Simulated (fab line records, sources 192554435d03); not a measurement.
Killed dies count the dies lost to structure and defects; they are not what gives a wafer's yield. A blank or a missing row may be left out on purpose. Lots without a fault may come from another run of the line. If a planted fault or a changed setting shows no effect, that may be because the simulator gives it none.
Which tool did it? ; flow n5 finfet ; 24 lots with 72 wafers sampled at 6 steps, on a route of 1938 steps

WHAT THE GAUGES SHOWED, per wafer
N5_BEOL_M10_INSPECT_13: inspects for defects (brightfield). Usual: 424 for raw defect count, sd 110.
lot;measured;on;raw defect count;flag
L074;day 9 12:15;defect inspect-02;572 339 410;
L076;day 9 23:27;defect inspect-01;706 404 369;
L075;day 10 03:19;defect inspect-01;359 315 486;
L077;day 10 11:25;defect inspect-02;459 401 414;
L078;day 10 19:47;defect inspect-01;827 493 690;
L079;day 11 02:03;defect inspect-01;472 578 555;
L081;day 11 06:51;defect inspect-01;435 457 498;
L080;day 11 16:59;defect inspect-02;428 332 424;
L082;day 11 23:23;defect inspect-01;527 434 860;
L083;day 12 06:17;defect inspect-02;330 363 370;
L084;day 12 09:32;defect inspect-01;302 441 320;
L086;day 12 19:35;defect inspect-01;308 499 374;
L088;day 13 02:36;defect inspect-01;312 541 440;
L085;day 13 02:50;defect inspect-01;291 398 381;
L087;day 13 05:17;defect inspect-02;338 299 299;
L089;day 13 12:10;defect inspect-02;454 346 432;
L091;day 14 06:01;defect inspect-01;482 411 377;
L093;day 14 18:41;defect inspect-02;285 395 287;
L090;day 14 18:53;defect inspect-01;329 370 352;
L092;day 15 01:32;defect inspect-02;289 393 338;
L094;day 15 14:55;defect inspect-01;670 688 467;
L096;day 15 17:40;defect inspect-02;415 426 359;
L095;day 15 18:20;defect inspect-01;632 611 442;
L097;day 16 03:32;defect inspect-02;288 366 369;

N5_BEOL_M10_CD_MEAS_35: target cd 70 nm. Usual: 69.5 nm for cd nm, sd 0.78.
lot;measured;on;cd nm (nm);flag
L074;day 9 15:05;cd sem-02;68.8 68.3 69.1;
L076;day 10 01:32;cd sem-01;69.1 69.9 69.5;
L075;day 10 07:32;cd sem-02;70.2 70.4 70.3;
L077;day 10 13:20;cd sem-01;68.7 68.8 67.9;
L078;day 10 23:09;cd sem-03;67.6 68.2 68.4;
L079;day 11 06:18;cd sem-02;70.5 69.5 68.8;
L081;day 11 09:56;cd sem-02;70.0 70.7 69.7;
L080;day 11 21:08;cd sem-01;68.1 69.4 69.9;
L082;day 12 02:04;cd sem-03;69.5 69.5 69.7;
L083;day 12 08:38;cd sem-02;68.5 69.4 69.3;
L084;day 12 11:45;cd sem-02;70.5 69.4 70.0;
L086;day 12 21:50;cd sem-03;69.6 68.8 68.4;
L088;day 13 06:59;cd sem-01;70.5 71.4 70.5;
L085;day 13 07:33;cd sem-02;69.6 68.4 68.6;
L087;day 13 08:52;cd sem-02;71.1 69.8 70.1;
L089;day 13 15:57;cd sem-02;70.2 70.5 69.5;
L091;day 14 10:48;cd sem-02;70.0 69.1 68.9;
L093;day 14 20:33;cd sem-03;70.4 69.9 68.9;
L090;day 14 21:31;cd sem-03;70.3 70.0 69.4;
L092;day 15 03:13;cd sem-02;69.4 68.9 69.5;
L094;day 15 17:35;cd sem-03;68.3 71.2 68.5;
L096;day 15 20:34;cd sem-01;70.3 70.6 70.0;
L095;day 15 21:30;cd sem-02;69.0 70.6 68.9;
L097;day 16 05:59;cd sem-02;69.6 70.4 70.5;

N5_BEOL_M11_INSPECT_13: inspects for defects (brightfield). Usual: 414 for raw defect count, sd 94.
lot;measured;on;raw defect count;flag
L074;day 9 21:31;defect inspect-01;363 424 565;
L076;day 10 08:16;defect inspect-01;524 535 606;
L075;day 10 12:08;defect inspect-01;415 371 418;
L077;day 10 19:44;defect inspect-01;455 643 511;
L078;day 11 06:24;defect inspect-02;524 415 289;
L079;day 11 11:02;defect inspect-01;394 429 356;
L081;day 11 17:13;defect inspect-02;407 313 409;
L080;day 12 02:46;defect inspect-02;463 426 428;
L082;day 12 06:13;defect inspect-01;485 389 408;
L083;day 12 15:01;defect inspect-01;294 593 312;
L084;day 12 18:24;defect inspect-01;473 515 268;
L086;day 13 02:59;defect inspect-01;458 349 480;
L088;day 13 11:50;defect inspect-02;406 336 381;
L085;day 13 11:23;defect inspect-02;369 325 307;
L087;day 13 13:17;defect inspect-01;434 409 433;
L089;day 13 21:35;defect inspect-01;370 339 251;
L091;day 14 15:06;defect inspect-01;251 216 379;
L093;day 15 02:28;defect inspect-02;570 661 656;
L090;day 15 02:17;defect inspect-01;330 349 361;
L092;day 15 07:29;defect inspect-02;478 419 390;
L094;day 15 22:17;defect inspect-02;461 513 461;
L096;day 16 03:08;defect inspect-02;420 339 388;
L095;day 16 03:28;defect inspect-02;413 348 448;
L097;day 16 10:13;defect inspect-02;472 407 485;

TOOL THAT RAN EACH LOT (tool first, then ch and the chambers of the sampled wafers, then the start)
lot;N5_BEOL_M10_ETCH_62;N5_BEOL_M10_ETCH_65;N5_BEOL_M10_ETCH_41
L074;rie diel-04 ch 0,2,3, day 9 12:22;rie diel-04 ch 0,2,3, day 9 14:28;rie diel-04 ch 0,2,3, day 9 15:05 or earlier
L076;rie diel-02 ch 0,1,3, day 9 23:50;rie diel-02 ch 0,3, day 10 00:56;rie diel-02 ch 0,3, day 10 01:32 or earlier
L075;rie diel-02 ch 0,1,3, day 10 03:26;rie diel-04 ch 0,2, day 10 06:55;rie diel-04 ch 0,2, day 10 07:32 or earlier
L077;rie diel-04 ch 2,3, day 10 11:32;rie diel-02 ch 0,2,3, day 10 12:44;rie diel-02 ch 0,2,3, day 10 13:20 or earlier
L078;rie diel-04 ch 2,3, day 10 20:52;rie diel-02 ch 1,3, day 10 22:32;rie diel-02 ch 1,3, day 10 23:09 or earlier
L079;rie diel-02 ch 0,1,3, day 11 02:10;rie diel-02 ch 0,1,3, day 11 05:41;rie diel-02 ch 0,1,3, day 11 06:18 or earlier
L081;rie diel-05 ch 0,1,2, day 11 06:58;rie diel-02 ch 0,2, day 11 09:15;rie diel-02 ch 0,2, day 11 09:56 or earlier
L080;rie diel-04 ch 1,2,3, day 11 17:06;rie diel-02 ch 1,2,3, day 11 20:31;rie diel-02 ch 1,2,3, day 11 21:08 or earlier
L082;rie diel-04 ch 0,2, day 11 23:29;rie diel-05 ch 0,1,2, day 12 01:26;rie diel-05 ch 0,1,2, day 12 02:04 or earlier
L083;rie diel-04 ch 0,3, day 12 06:33;rie diel-02 ch 0,2, day 12 07:55;rie diel-02 ch 0,2, day 12 08:38 or earlier
L084;rie diel-05 ch 0,1, day 12 09:39;rie diel-02 ch 0,1,2, day 12 11:03;rie diel-02 ch 0,1,2, day 12 11:45 or earlier
L086;rie diel-05 ch 0,1,2, day 12 19:43;rie diel-04 ch 1,3, day 12 21:13;rie diel-04 ch 1,3, day 12 21:50 or earlier
L088;rie diel-02 ch 1,2,3, day 13 03:17;rie diel-02 ch 0,1,2, day 13 06:22;rie diel-02 ch 0,1,2, day 13 06:59 or earlier
L085;rie diel-02 ch 1,2,3, day 13 03:54;rie diel-04 ch 1,2, day 13 06:56;rie diel-04 ch 1,2, day 13 07:33 or earlier
L087;rie diel-02 ch 0,1,2, day 13 07:01;rie diel-02 ch 0,1,2, day 13 08:16;rie diel-02 ch 0,1,2, day 13 08:52 or earlier
L089;rie diel-04 ch 0,1,2, day 13 12:22;rie diel-02 ch 0,2, day 13 15:20;rie diel-02 ch 0,2, day 13 15:57 or earlier
L091;rie diel-04 ch 0,2, day 14 06:18;rie diel-02 ch 0,1,2, day 14 10:11;rie diel-02 ch 0,1,2, day 14 10:48 or earlier
L093;rie diel-05 ch 0,2, day 14 18:48;rie diel-02 ch 1,3, day 14 19:56;rie diel-02 ch 1,3, day 14 20:33 or earlier
L090;rie diel-02 ch 1,2,3, day 14 19:01;rie diel-04 ch 1,2, day 14 20:54;rie diel-04 ch 1,2, day 14 21:31 or earlier
L092;rie diel-04 ch 1,2,3, day 15 01:39;rie diel-04 ch 0,1,2, day 15 02:36;rie diel-04 ch 0,1,2, day 15 03:13 or earlier
L094;rie diel-02 ch 0,2,3, day 15 15:09;rie diel-04 ch 0,1,2, day 15 16:58;rie diel-04 ch 0,1,2, day 15 17:35 or earlier
L096;rie diel-04 ch 0,1, day 15 17:47;rie diel-04 ch 1,2, day 15 19:56;rie diel-04 ch 1,2, day 15 20:34 or earlier
L095;rie diel-02 ch 0,1,3, day 15 18:28;rie diel-05 ch 0,1, day 15 20:53;rie diel-05 ch 0,1, day 15 21:30 or earlier
L097;rie diel-04 ch 1,2, day 16 03:38;rie diel-04 ch 0,1,3, day 16 05:23;rie diel-04 ch 0,1,3, day 16 05:59 or earlier
- N5_BEOL_M10_ETCH_62: etches SOC in N2/H2, target depth 110 nm, overetch 22 nm, time 165 s.
- N5_BEOL_M10_ETCH_65: etches SiARC in CF4, target depth 39 nm, time 65 s.
- N5_BEOL_M10_ETCH_41: etches SiCN in CH3F/O2, target depth 42.6 nm, time 86 s.

WHAT THE TOOLS THEMSELVES READ (means of the sampled wafers that have a number; where no wafer has one, the mark that the record gives instead)
N5_BEOL_M10_ETCH_62. Usual: drypump motor current A 5.8 A, standard deviation 0.41; oes product au 0.71 a.u., standard deviation 0.08; rf vpp V 523.8 V, standard deviation 2.7; showerhead plenum p Torr 2.55 Torr, standard deviation 0.1; throttle valve pct 17.75 %, standard deviation 0.27.
lot;tool;drypump motor current A (A);oes product au (a.u.);rf vpp V (V);showerhead plenum p Torr (Torr);throttle valve pct (%);flag
L074;rie diel-04;5.7;0.69;523.8;2.57;17.86;
L076;rie diel-02;6.2;0.64;522.6;2.52;17.76;
L075;rie diel-02;6.2;0.65;523.0;2.52;17.77;
L077;rie diel-04;5.8;0.70;522.9;2.49;17.67;
L078;rie diel-04;5.5;0.63;522.6;2.50;18.04;
L079;rie diel-02;6.2;0.63;523.2;2.51;17.78;
L081;rie diel-05;5.6;0.66;523.4;2.52;17.67;
L080;rie diel-04;5.6;0.73;523.6;2.53;17.65;
L082;rie diel-04;5.4;0.78;523.9;2.58;17.94;
L083;rie diel-04;5.9;0.72;523.8;2.54;17.56;
L084;rie diel-05;5.5;0.69;526.1;2.61;17.56;
L086;rie diel-05;5.6;0.65;523.4;2.51;17.70;
L088;rie diel-02;6.0;0.69;523.4;2.54;17.78;
L085;rie diel-02;6.0;0.69;523.3;2.54;17.77;
L087;rie diel-02;5.9;0.77;525.0;2.61;17.61;
L089;rie diel-04;5.5;0.69;525.4;2.61;17.90;
L091;rie diel-04;5.5;0.71;525.6;2.63;17.99;
L093;rie diel-05;5.4;0.63;520.2;2.41;17.68;
L090;rie diel-02;6.0;0.75;523.3;2.53;17.67;
L092;rie diel-04;5.6;0.75;523.2;2.52;17.58;
L094;rie diel-02;6.1;0.76;523.9;2.57;17.56;
L096;rie diel-04;5.5;0.74;525.8;2.64;17.59;
L095;rie diel-02;6.2;0.75;525.1;2.60;17.55;
L097;rie diel-04;5.4;0.77;524.0;2.57;17.60;

N5_BEOL_M10_ETCH_65. Usual: drypump motor current A 5.8 A, standard deviation 0.39; etch rf on time s 66.4 s, standard deviation 2.2; oes product au 0.70 a.u., standard deviation 0.089; rf vpp V 184.0 V, standard deviation 1.2; showerhead plenum p Torr 2.14 Torr, standard deviation 0.074; throttle valve pct 15.41 %, standard deviation 0.24.
lot;tool;drypump motor current A (A);etch rf on time s (s);oes product au (a.u.);rf vpp V (V);showerhead plenum p Torr (Torr);throttle valve pct (%);flag
L074;rie diel-04;5.7;66.1;0.69;184.5;2.16;15.58;
L076;rie diel-02;6.3;66.5;0.58;183.4;2.06;15.50;
L075;rie diel-04;5.4;66.5;0.61;184.4;2.16;15.84;
L077;rie diel-02;6.1;66.1;0.67;183.3;2.09;15.45;
L078;rie diel-02;6.3;69.3;0.62;184.1;2.13;15.33;
L079;rie diel-02;6.2;67.3;0.62;183.6;2.10;15.38;
L081;rie diel-02;5.9;65.3;0.65;183.3;2.06;15.51;
L080;rie diel-02;6.0;67.8;0.69;184.8;2.13;15.33;
L082;rie diel-05;5.5;65.9;0.65;184.9;2.12;15.52;
L083;rie diel-02;6.0;65.7;0.64;182.1;2.06;15.53;
L084;rie diel-02;5.9;66.4;0.69;182.8;2.10;15.38;
L086;rie diel-04;5.6;65.4;0.63;183.8;2.17;15.41;
L088;rie diel-02;5.9;65.5;0.77;184.1;2.18;15.24;
L085;rie diel-04;5.4;66.3;0.73;184.2;2.13;15.46;
L087;rie diel-02;5.9;66.7;0.76;184.7;2.18;15.25;
L089;rie diel-02;6.0;63.2;0.80;184.6;2.22;15.22;
L091;rie diel-02;5.9;67.0;0.74;185.3;2.18;15.26;
L093;rie diel-02;6.1;68.8;0.73;184.5;2.13;15.14;
L090;rie diel-04;5.4;65.4;0.80;184.3;2.16;15.19;
L092;rie diel-04;5.4;65.9;0.74;185.4;2.18;15.44;
L094;rie diel-04;5.5;65.6;0.73;183.8;2.18;15.44;
L096;rie diel-04;5.4;67.3;0.76;184.4;2.12;15.35;
L095;rie diel-05;5.4;63.8;0.69;184.3;2.19;15.44;
L097;rie diel-04;5.7;66.2;0.71;184.5;2.18;15.38;

N5_BEOL_M10_ETCH_41. Usual: O2_flow_sccm 20.00 sccm, standard deviation 0.067; drypump motor current A 5.8 A, standard deviation 0.39; oes product au 0.82 a.u., standard deviation 0.1; rf vpp V 297.4 V, standard deviation 1.7; showerhead plenum p Torr 2.00 Torr, standard deviation 0.072; throttle valve pct 16.12 %, standard deviation 0.21.
lot;tool;O2_flow_sccm (sccm);drypump motor current A (A);oes product au (a.u.);rf vpp V (V);showerhead plenum p Torr (Torr);throttle valve pct (%);flag
L074;rie diel-04;19.96;5.7;0.82;297.6;2.01;16.25;
L076;rie diel-02;19.85;6.3;0.67;295.6;1.93;16.28;
L075;rie diel-04;20.03;5.4;0.72;297.6;2.01;16.51;
L077;rie diel-02;20.01;6.1;0.77;296.1;1.95;16.20;
L078;rie diel-02;19.99;6.4;0.73;297.3;2.00;16.13;
L079;rie diel-02;20.04;6.2;0.73;296.5;1.97;16.15;
L081;rie diel-02;19.97;5.9;0.75;295.0;1.92;16.22;
L080;rie diel-02;20.00;6.0;0.81;297.5;1.99;16.07;
L082;rie diel-05;19.98;5.6;0.77;297.0;1.98;16.20;
L083;rie diel-02;19.99;5.9;0.73;295.6;1.92;16.24;
L084;rie diel-02;20.00;5.9;0.80;296.5;1.96;16.10;
L086;rie diel-04;20.03;5.7;0.75;297.8;2.02;16.14;
L088;rie diel-02;19.95;5.9;0.90;298.4;2.04;15.94;
L085;rie diel-04;20.05;5.4;0.85;297.2;1.99;16.18;
L087;rie diel-02;20.04;5.9;0.90;298.2;2.04;15.95;
L089;rie diel-02;19.95;5.9;0.92;299.7;2.08;15.93;
L091;rie diel-02;20.00;5.9;0.86;297.7;2.04;15.99;
L093;rie diel-02;20.00;6.1;0.86;297.8;2.00;15.90;
L090;rie diel-04;20.02;5.4;0.93;298.2;2.02;15.94;
L092;rie diel-04;20.02;5.5;0.87;298.1;2.03;16.12;
L094;rie diel-04;19.98;5.4;0.85;298.4;2.03;16.14;
L096;rie diel-04;20.02;5.4;0.89;297.2;1.98;16.08;
L095;rie diel-05;19.98;5.4;0.80;297.4;2.05;16.14;
L097;rie diel-04;20.11;5.7;0.84;297.8;2.03;16.07;

THE ANSWER, worked out from the rows above alone
Rule: lot off if the mean of its wafers having a number is beyond 3 standard deviations from the usual mean. A lot without any number at a reading at which 4 lots or more have one is off too. All remaining lots with rows at the step are treated as sound. First the gauges in route order, then the tools' own readings, where a lot's mean is used as printed above. The first step at which some lot is off is used, and at that step the reading that is off furthest; a lot without a number counts as furthest.
Across all readings shown, no lot is off: no conclusion can be drawn from this.

WHAT WAS PUT IN BY THE SIMULATOR
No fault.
